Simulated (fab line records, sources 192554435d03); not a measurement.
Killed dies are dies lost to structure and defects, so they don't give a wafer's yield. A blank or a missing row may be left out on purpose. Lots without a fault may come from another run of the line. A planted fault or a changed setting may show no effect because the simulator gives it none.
fab line records | flow n5_finfet
record lots=8 wafers=24 last_day=16
route steps=1938 shown ZERO_LAYER@17 WELL_APT@30 PMOS_HMC_CHANNEL_EPI@73 FIN_SAQP@101 BEOL_M4@1111 PASSIVATION@1936
lots that met no fault: from a run of the same line without faults
start_h: hours from the record's first day to the start of the lot's first wafer shown | wait_h: hours since the lot's step before | " the same as in the row above | L1.1+2: a row that stands for several wafers | - no value, or no start given | * or withheld: withheld | < > ~ a bound
route shown NAME@n: a module of which the file shows steps, and the number in the route of the first | usual: mean/standard deviation of fault-free wafers | same: alike in all rows | chamber/n: place in a boat | sites: the reading at each site | _std_site: their standard deviation | _edge_site: outer sites' mean less inner sites' | radius_mm: how far each site lies from the wafer's centre | mask NAME#n: copy n | behind: the tool/chamber that last shaped the wafer | hold: why the lot was held/for how many hours/how that ended | device: the transistor (n, p or np) that didn't switch | end of line: the same wafers' tests at the end of the route | a step without rows: its recipe alone | killed: dies lost to structure and defects at the first sort, not the wafer's yield | map: a wafer's dies, x killed, . not, _ none there
set.NAME: the setting as run; set.NAME@STEP: as run at that earlier step | model.NAME: the simulator's own value behind a step, which no gauge read
steps of the route over a sample of lots; a table a step, a row a wafer
services: from which hour (start_h, from the record's first day; less than 0 if before it) a tool's chamber was out of use, for how many hours, and why
## steps
# step N5_ZERO_LAYER_STRIP_24
# recipe chemistry=O2 power_w=1000 temp_c=250 overash_fraction=0.3 pressure_mtorr=1000 o2_flow_sccm=6750
# usual drypump_motor_current_A=5.7/0.37 heater_power_w=344/12 oes_product_au=0.647/0.0049 strip_time_to_endpoint_s=43.86/0.079
# columns lot.wafer tool chamber start_h wait_h drypump_motor_current_A heater_power_w oes_product_au rf_hours_counter_h strip_time_to_endpoint_s
L309.3 plasma_asher-02 0 18.91 0.1 5.7 367 0.656 - 43.70
L309.4 " 1 " " 6.2 336 0.652 - 43.72
L309.5 " 0 " " 5.6 355 0.650 - 43.69
L315.2 plasma_asher-01 1 55.02 0.1 5.9 349 0.645 31 43.80
L315.4 " 1 " " 5.9 357 0.653 - 43.93
L315.5 " 0 " " 5.2 332 0.640 - 43.86
L317.1 plasma_asher-02 0 67.02 0.1 5.7 361 0.647 87 43.84
L317.2 " 1 " " 6.2 333 0.650 87 43.79
L317.6 " 1 " " 6.3 331 0.645 - 43.87
L321.1 plasma_asher-01 1 90.92 0.1 5.9 364 0.649 41 43.87
L321.3 " 1 " " 5.9 357 0.653 - 43.86
L321.4 " 0 " " 5.2 330 0.641 - 43.87
L322.1 plasma_asher-01 0 97.02 0.1 5.2 331 0.652 43 43.86
L322.4 " 0 " " 5.2 336 0.646 - 43.84
L322.5 " 0 " " 5.2 335 0.653 - 43.79
L323.3 plasma_asher-02 1 103.25 0.1 6.2 339 0.641 - 43.77
L323.5 " 0 " " 5.7 345 0.645 - 43.72
L323.6 " 1 " " 6.2 336 0.659 - 43.82
L324.3 plasma_asher-02 0 109.36 0.4 5.7 352 0.645 - 43.77
L324.4 " 1 " " 6.2 331 0.641 - 43.89
L324.6 " 0 " " 5.7 352 0.638 - 43.71
L327.1 plasma_asher-01 0 126.89 0.1 5.2 328 0.649 46 43.82
L327.2 " 1 " " 5.9 358 0.638 46 43.85
L327.4 " 1 " " 5.9 354 0.653 - 43.90
# step N5_ZERO_LAYER_INSPECT_20
# recipe inspect_instrument=darkfield mode=post_clean
# usual raw_defect_count=36/17
# columns lot.wafer tool chamber start_h wait_h raw_defect_count
L309.3 defect_inspect-01 - 19.26 0.0 24
L309.4 " - " " 15
L309.5 " - " " 23
L315.2 defect_inspect-01 - 55.38 0.0 38
L315.4 " - " " 63
L315.5 " - " " 26
L317.1 defect_inspect-02 - 67.38 0.0 35
L317.2 " - " " 80
L317.6 " - " " 62
L321.1 defect_inspect-02 - 91.28 0.0 47
L321.3 " - " " 60
L321.4 " - " " 37
L322.1 defect_inspect-01 - 97.38 0.0 14
L322.4 " - " " 21
L322.5 " - " " 27
L323.3 defect_inspect-02 - 103.60 0.0 36
L323.5 " - " " 752
L323.6 " - " " 43
L324.3 defect_inspect-02 - 109.70 0.0 778
L324.4 " - " " 34
L324.6 " - " " 779
L327.1 defect_inspect-01 - 127.25 0.0 63
L327.2 " - " " 68
L327.4 " - " " 25
# step N5_WELL_APT_INSPECT_10
# recipe mode=adi inspect_instrument=macro
# usual raw_defect_count=2.0/1.5
# columns lot.wafer tool chamber start_h wait_h raw_defect_count
L309.3 defect_inspect-01 - 19.61 0.0 1
L309.4 " - " " 2
L309.5 " - " " 2
L315.2 defect_inspect-01 - 55.73 0.0 3
L315.4 " - " " 1
L315.5 " - " " 1
L317.1 defect_inspect-01 - 67.74 0.0 5
L317.2 " - " " 2
L317.6 " - " " 0
L321.1 defect_inspect-02 - 91.76 0.0 3
L321.3 " - " " 2
L321.4 " - " " 3
L322.1 defect_inspect-02 - 97.74 0.0 0
L322.4 " - " " 2
L322.5 " - " " 5
L323.3 defect_inspect-02 - 104.08 0.0 6
L323.5 " - " " >300
L323.6 " - " " 4
L324.3 defect_inspect-01 - 110.06 0.0 >300
L324.4 " - " " 0
L324.6 " - " " >300
L327.1 defect_inspect-02 - 127.61 0.0 2
L327.2 " - " " 5
L327.4 " - " " 0
# step N5_WELL_APT_INSPECT_38
# recipe inspect_instrument=darkfield mode=post_epi
# usual raw_defect_count=14/4.9
# columns lot.wafer tool chamber start_h wait_h raw_defect_count
L309.3 defect_inspect-02 - 22.58 0.3 5
L309.4 " - " " 9
L309.5 " - " " 14
L315.2 defect_inspect-02 - 59.12 0.4 14
L315.4 " - " " 13
L315.5 " - " " 21
L317.1 defect_inspect-02 - 71.23 0.5 19
L317.2 " - " " 23
L317.6 " - " " 12
L321.1 defect_inspect-02 - 94.70 0.5 17
L321.3 " - " " 9
L321.4 " - " " 12
L322.1 defect_inspect-01 - 100.99 0.5 21
L322.4 " - " " 21
L322.5 " - " " 24
L323.3 defect_inspect-02 - 107.18 0.3 10
L323.5 " - " " 748
L323.6 " - " " 15
L324.3 defect_inspect-01 - 113.00 0.3 753
L324.4 " - " " 11
L324.6 " - " " 738
L327.1 defect_inspect-02 - 130.84 0.5 16
L327.2 " - " " 22
L327.4 " - " " 7
# step N5_PMOS_HMC_CHANNEL_EPI_ETCH_38
# recipe chemistry=CF4 target=SiO2 target_depth_a=15 ion_energy_ev=350 pressure_mtorr=10 icp_w=800 bias_w=400 cf4_flow_sccm=80
# usual drypump_motor_current_A=5.6/0.53 he_backside_leak_sccm=2.7/0.32 oes_product_au=1.004/0.017 throttle_valve_pct=21.78/0.25
# columns lot.wafer tool chamber start_h wait_h drypump_motor_current_A he_backside_leak_sccm oes_product_au rf_hours_counter_h throttle_valve_pct
L309.3 rie_si-05 3 23.55 0.0 5.8 2.7 1.000 199 21.44
L309.4 " 0 " " 4.9 2.7 1.005 37 21.96
L309.5 " 0 " " 4.9 2.6 1.013 - 21.98
L315.2 rie_si-02 2 59.96 0.0 6.0 2.3 1.042 91 22.11
L315.4 " 3 " " 4.7 2.6 1.022 150 21.50
L315.5 " 0 " " 6.5 2.7 1.024 - 21.73
L317.1 rie_si-05 1 72.20 0.0 5.3 3.0 0.984 189 21.70
L317.2 " 2 " " 5.7 2.6 1.011 85 22.09
L317.6 " 1 " " 5.3 2.9 0.992 - 21.71
L321.1 rie_si-02 3 95.68 0.0 4.7 2.4 1.017 150 21.51
L321.3 " 0 " " 6.6 3.0 1.017 89 21.75
L321.4 " 2 " " 6.0 2.3 1.028 92 22.11
L322.1 rie_si-02 3 101.83 0.0 4.7 2.5 1.020 150 21.51
L322.4 " 0 " " 6.6 3.0 1.017 89 21.74
L322.5 " 3 " " 4.7 2.6 1.016 - 21.51
L323.3 rie_si-01 1 108.16 0.0 5.6 2.8 1.008 149 21.56
L323.5 " 1 " " 5.6 2.8 1.009 - 21.55
L323.6 " 0 " " 5.7 2.9 0.994 - 22.09
L324.3 rie_si-05 2 113.86 0.0 5.7 2.6 0.996 85 22.07
L324.4 " 1 " " 5.3 3.2 0.996 190 21.70
L324.6 " 0 " " 4.9 2.7 1.002 - 21.98
L327.1 rie_si-05 0 131.83 0.0 4.9 2.7 1.009 39 21.97
L327.2 " 2 " " 5.7 2.6 1.005 86 22.07
L327.4 " 1 " " 5.3 3.2 0.992 191 21.71
# step N5_PMOS_HMC_CHANNEL_EPI_CMP_21
# recipe material=SiGe30 post_cmp_clean=alkaline_brush target_thk_nm=54
# usual motor_current_A=11.8/1.5 pad_life_wafers=892/680
# columns lot.wafer tool chamber start_h wait_h motor_current_A pad_life_wafers
L309.4 cmp-04 1 25.49 0.0 11.4 1296
L309.3 " 2 " " 12.4 1297
L309.5 " 2 " " 12.6 -
L315.4 cmp-02 3 61.97 0.1 10.7 698
L315.2 " 0 " " 11.5 699
L315.5 " 1 " " 10.7 -
L317.2 cmp-04 3 73.79 0.1 11.3 1645
L317.1 " 0 " " 13.5 1646
L317.6 " 3 " " 12.1 -
L321.4 cmp-02 3 98.62 0.5 10.7 1002
L321.3 " 0 " " 11.4 1003
L321.1 " 2 " " 10.8 1005
L322.4 cmp-03 1 103.35 0.0 11.1 270
L322.1 " 3 " " 9.7 272
L322.5 " 1 " " 11.8 -
L323.3 cmp-03 2 109.76 0.1 14.5 350
L323.6 " 0 " " 13.2 -
L323.5 " 1 " " 10.9 -
L324.3 cmp-03 3 115.39 0.0 9.9 402
L324.4 " 2 " " 14.6 405
L324.6 " 0 " " 13.2 -
L327.2 cmp-04 3 134.20 0.9 11.8 108
L327.4 " 1 " " 11.5 110
L327.1 " 2 " " 11.5 111
# step N5_FIN_SAQP_THK_MEAS_07
# usual thk_nm=60.0/0.74
# columns lot.wafer tool chamber start_h wait_h thk_nm
L309.3 film_metro-01 - 28.22 0.1 59.6
L309.4 " - " " 60.3
L309.5 " - " " 60.1
L315.2 film_metro-02 - 63.77 0.1 58.7
L315.4 " - " " 59.4
L315.5 " - " " 60.9
L317.1 film_metro-02 - 76.31 0.1 59.9
L317.2 " - " " 60.8
L317.6 " - " " 61.1
L321.1 film_metro-02 - 100.32 0.1 59.7
L321.3 " - " " 59.5
L321.4 " - " " 60.6
L322.1 film_metro-01 - 105.08 0.1 58.6
L322.4 " - " " 61.2
L322.5 " - " " 60.1
L323.3 film_metro-02 - 111.42 0.1 60.1
L323.5 " - " " 61.5
L323.6 " - " " 60.5
L324.3 film_metro-01 - 117.02 0.1 58.8
L324.4 " - " " 60.3
L324.6 " - " " 60.7
L327.1 film_metro-02 - 135.85 0.1 60.2
L327.2 " - " " 60.1
L327.4 " - " " 61.8
# step N5_BEOL_M4_RC_MEAS_101
# usual DIBL_N=35.8/1.8 DIBL_P=35.9/2.2 IOFF_N=0.16/0.035 IOFF_P=0.21/0.04 ION_N=672/11 ION_P=461/7.4 SS_N=71.4/0.64 SS_P=73.2/0.67 VT_N=250/3.5 VT_P=-251/3.4
# columns lot.wafer tool chamber start_h wait_h DIBL_N[mV/V] DIBL_P[mV/V] IOFF_N[nA/um] IOFF_P[nA/um] ION_N[uA/um] ION_P[uA/um] SS_N[mV/dec] SS_P[mV/dec] VT_N[mV] VT_P[mV]
L309.3 prober-01 0 183.41 0.3 34.9 36.2 0.17 0.23 675 468 71.4 74.0 247 -246
L309.4 " 0 " " 32.9 34.3 0.14 0.20 669 463 71.4 72.7 250 -250
L309.5 " 0 " " 34.9 36.9 0.17 0.25 677 476 71.0 72.8 245 -246
L315.2 prober-01 0 209.22 0.2 36.0 35.7 0.15 0.20 665 462 71.5 72.8 254 -250
L315.4 " 0 " " 39.2 39.2 0.21 0.27 683 468 72.0 74.2 251 -248
L315.5 " 0 " " 38.9 39.0 0.20 0.25 676 470 72.2 73.1 248 -250
L317.1 prober-01 0 218.52 0.0 37.6 38.2 0.20 0.24 682 460 72.5 74.0 248 -248
L317.2 " 0 " " 34.9 34.9 0.14 0.19 667 458 71.6 72.9 252 -252
L317.6 " 0 " " 38.6 38.6 0.20 0.25 682 465 72.4 73.3 247 -247
L321.1 prober-02 0 256.39 0.0 35.2 34.5 0.14 0.18 667 459 70.5 72.1 252 -250
L321.3 " 0 " " 37.3 37.3 0.16 0.22 684 467 71.4 72.6 250 -250
L321.4 " 0 " " 37.5 38.5 0.18 0.25 682 465 71.2 73.1 246 -249
L322.1 prober-02 0 259.85 0.0 34.3 34.6 0.13 0.21 658 462 71.3 73.0 253 -249
L322.4 " 0 " " 37.1 38.2 0.19 0.28 664 464 71.2 73.7 247 -246
L322.5 " 0 " " 35.0 35.8 0.15 0.23 669 470 70.5 72.3 249 -246
L324.3 prober-02 0 265.80 0.3 31.7 31.2 0.09 0.13 654 456 70.2 71.9 258 -256
L324.4 " 0 " " 34.5 35.6 0.13 0.19 667 461 70.7 73.1 251 -251
L324.6 " 0 " " 33.8 34.5 0.12 0.18 667 469 70.6 72.2 251 -251
L323.3 prober-02 0 277.37 0.3 37.4 36.8 0.21 0.27 697 478 71.8 73.6 245 -244
L323.5 " 0 " " 39.5 40.4 0.25 0.34 702 486 72.1 73.8 242 -243
L323.6 " 0 " " 34.0 33.2 0.13 0.20 667 462 70.4 72.5 252 -247
L327.1 prober-01 0 284.90 0.0 37.0 36.5 0.16 0.22 673 455 71.6 73.1 251 -249
L327.2 " 0 " " 37.4 37.5 0.17 0.26 670 462 71.8 74.1 248 -245
L327.4 " 0 " " 36.3 36.1 0.17 0.22 671 463 71.5 73.4 250 -247
# step N5_PASSIVATION_PROBE_49
# usual defect_limited_yield=91.0/1.5 killed_at_M0_to_M3=34/9.1 killed_at_M4_up=14/5.7 killed_at_contacts=13/5.7 killed_at_front_end=42/12 killed_at_other=4/3.4 killed_dies=106/17 killed_on_rim=14/4.3 killed_open=70/13 killed_short=34/7.5 sort_bin_5_function=5.2/0.94 sort_bin_6_memory=3.4/0.69 sort_n_pass=1074/17 sort_yield_pct=91.0/1.5
# same gross_dies=1180 killed_at_back_side=0 sort_bin_4_leakage[%]=0 sort_bin_8_speed[%]=0
# columns lot.wafer tool chamber start_h wait_h defect_limited_yield[%] killed_at_M0_to_M3 killed_at_M4_up killed_at_contacts killed_at_front_end killed_at_other killed_dies killed_on_rim killed_open killed_short sort_bin_5_function[%] sort_bin_6_memory[%] sort_n_pass sort_yield_pct[%]
L324.3 prober-01 - 358.59 0.1 86.0 24 10 13 108 10 165 18 47 43 8.4 3.6 1015 86.0
L324.4 prober-01 - 358.64 0.2 93.1 29 18 4 28 2 81 13 61 20 3.6 3.1 1099 93.1
L324.6 prober-01 - 358.74 0.3 83.9 49 17 14 89 21 190 32 78 40 8.7 4.7 990 83.9
L323.3 prober-02 - 368.70 0.1 89.0 32 16 8 74 0 130 11 81 45 5.9 4.3 1050 89.0
L323.5 prober-02 - 368.80 0.2 83.6 21 21 23 127 2 194 36 88 33 9.2 4.3 986 83.6
L323.6 prober-02 - 368.85 0.3 90.8 19 13 16 56 5 109 8 76 33 6.0 2.9 1071 90.8
# killed by level:class
L324.3 ZERO_LAYER:unspecified=75 MOL_CONTACT_COAG:geometric_particle:open=11 FIN_SAQP:geometric_particle:short=9 FIN_SAQP:geometric_particle:open=6 BEOL_M3:geometric_particle:open=6 BEOL_M3:geometric_particle:short=6 BEOL_M0_SAQP:geometric_particle:short=5 PASS1_CAP:geometric_particle:short=5
L324.4 FIN_SAQP:geometric_particle:open=11 BEOL_M0_SAQP:geometric_particle:open=9 BEOL_M3:geometric_particle:open=7 BEOL_M4:geometric_particle:open=6 BEOL_M7:geometric_particle:open=6 FIN_SAQP:geometric_particle:short=5 STI_FIN_REVEAL:geometric_particle:open=5 BEOL_M0_SAQP:geometric_particle:short=5
L324.6 ZERO_LAYER:unspecified=71 BEOL_M3:geometric_particle:open=13 MOL_CONTACT_COAG:geometric_particle:open=9 BEOL_M0_SAQP:geometric_particle:open=9 BEOL_M1:geometric_particle:open=8 BEOL_M3:geometric_particle:short=7 MOL_CONTACT_COAG:geometric_particle:short=5 BEOL_M4:geometric_particle:open=5
L323.3 FIN_SAQP:geometric_particle:open=18 STI_FIN_REVEAL:geometric_particle:open=13 DUMMY_GATE:geometric_particle:open=12 BEOL_M2:geometric_particle:open=10 FIN_SAQP:geometric_particle:short=9 BEOL_M0_SAQP:geometric_particle:short=8 STI_FIN_REVEAL:geometric_particle:short=7 MOL_CONTACT_COAG:geometric_particle:open=6
L323.5 ZERO_LAYER:unspecified=73 FIN_SAQP:geometric_particle:open=26 MOL_CONTACT_COAG:geometric_particle:open=20 BEOL_M4:geometric_particle:open=11 FIN_SAQP:geometric_particle:short=7 DUMMY_GATE:geometric_particle:open=5 BEOL_M1:geometric_particle:open=5 BEOL_M0_SAQP:geometric_particle:open=4
L323.6 FIN_SAQP:geometric_particle:open=21 MOL_CONTACT_COAG:geometric_particle:open=13 FIN_SAQP:geometric_particle:short=9 STI_FIN_REVEAL:geometric_particle:open=9 BEOL_M4:geometric_particle:open=9 BEOL_M2:geometric_particle:open=5 BEOL_M0_SAQP:geometric_particle:short=4 STI_FIN_REVEAL:geometric_particle:short=3
## services
# columns tool chamber start_h hours kind
cmp-04 - -4.35 1.1 repair
cmp-04 - 5.66 1.9 repair
rie_si-05 1 25.19 1.6 repair
cmp-04 - 37.77 1.2 repair
cmp-04 - 49.31 1.4 repair
rie_si-01 3 53.59 10.1 repair
cmp-03 - 62.76 2.1 repair
cmp-04 - 64.43 0.9 repair
cmp-03 - 65.88 4.0 pm
plasma_asher-02 - 67.08 8.9 repair
cmp-03 - 69.88 - consumable_replace:conditioner
cmp-03 - 69.88 - consumable_replace:pad
rie_si-05 3 78.58 - clean
rie_si-05 3 78.58 15.6 scheduled_down
rie_si-05 3 78.58 15.6 vent_cycle
cmp-04 - 97.16 2.1 repair
plasma_asher-01 - 100.83 17.6 repair
rie_si-05 3 101.14 12.1 repair
cmp-02 - 104.95 47.1 repair
cmp-03 - 119.06 4.5 repair
cmp-04 - 122.84 4.0 pm
cmp-04 - 126.84 - consumable_replace:conditioner
cmp-04 - 126.84 - consumable_replace:pad
cmp-03 - 129.43 6.3 repair
## key
first_sign step=N5_ZERO_LAYER_INSPECT_20 reading=raw_defect_count direction=up sigmas=42 usual=36 struck=770
effect step=N5_WELL_APT_INSPECT_10 reading=raw_defect_count direction=up sigmas=99+ usual=2.0 struck=>300
effect step=N5_WELL_APT_INSPECT_38 reading=raw_defect_count direction=up sigmas=99+ usual=14 struck=746
effect step=N5_PASSIVATION_PROBE_49 reading=killed_at_front_end direction=up sigmas=5.3 usual=42 struck=108
more_kills_born_at N5_ZERO_LAYER_STRIP_24@plasma_asher-02=219
met_at N5_ZERO_LAYER_STRIP_24
struck_lots L323,L324
struck_wafers L323.5,L324.3,L324.6
not_acting_at N5_PMOS_HMC_CHANNEL_EPI_ETCH_38,N5_PMOS_HMC_CHANNEL_EPI_CMP_21,N5_FIN_SAQP_THK_MEAS_07
onset_between 67.02 103.25
fault kind=chamber_particle_source tool=plasma_asher-02 chamber=0 onset_h=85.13 steps=N5_ZERO_LAYER_STRIP_24 rate_per_visit_cm2=1.128 end_h=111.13
